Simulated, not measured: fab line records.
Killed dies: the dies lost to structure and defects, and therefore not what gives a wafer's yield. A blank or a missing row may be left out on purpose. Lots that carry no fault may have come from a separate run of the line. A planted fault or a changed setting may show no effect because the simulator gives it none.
Chamber matching	flow n5Finfet	3 sister chambers for N5_BEOL_M9_DEP_56 on pecvd-02
The step deposits SiCN from 3MS/NH3, target thk 15 nm, time 26.5 s. 6 wafers are shown with their chamber, then 10 later ones without.

== WAFERS PAIRED WITH THEIR CHAMBERS ==
wafer	chamber	throttleValvePct (%)	showerheadPlenumPTorr (Torr)
L079.2	2	8.8	3.671
L080.2	1	9.4	3.651
L080.5	1	9.6	3.667
L082.3	2	8.6	3.680
L092.3	0	10.5	3.670
L092.5	0	10.2	3.676

== WAFERS MISSING THEIR CHAMBER ==
wafer	throttleValvePct (%)	showerheadPlenumPTorr (Torr)
L092.6	8.8	3.672
L094.1	9.4	3.654
L094.5	10.4	3.677
L094.6	9.3	3.659
L095.2	10.2	3.671
L095.4	9.4	3.667
L095.6	10.1	3.681
L097.2	10.3	3.677
L097.3	9.5	3.665
L097.5	10.2	3.683

== THE CHAMBER EACH PASSED THROUGH ==
wafer	from the rows above	in truth
L092.6	2	2
L094.1	1	1
L094.5	0	0
L094.6	1	1
L095.2	0	0
L095.4	1	1
L095.6	0	0
L097.2	0	0
L097.3	1	1
L097.5	0	0
Correctly placed: 10 of 10. Left unplaced by these rows: 0. 0 placed wrongly.
How it was worked out, from the rows above alone: a wafer's distance from a chamber is the root of the sum, over the readings, of the square of ((its reading less the chamber's mean) divided by the reading's scatter). If the next closest chamber is less than 2 further off than the closest, the wafer can't be placed; otherwise it belongs to the closest. The mean given for a chamber averages the wafers shown for that chamber. How the scatter is found: for the shown wafers, subtract from each reading the mean of its chamber, square and add these, divide the total by (wafers less chambers), then take the root.
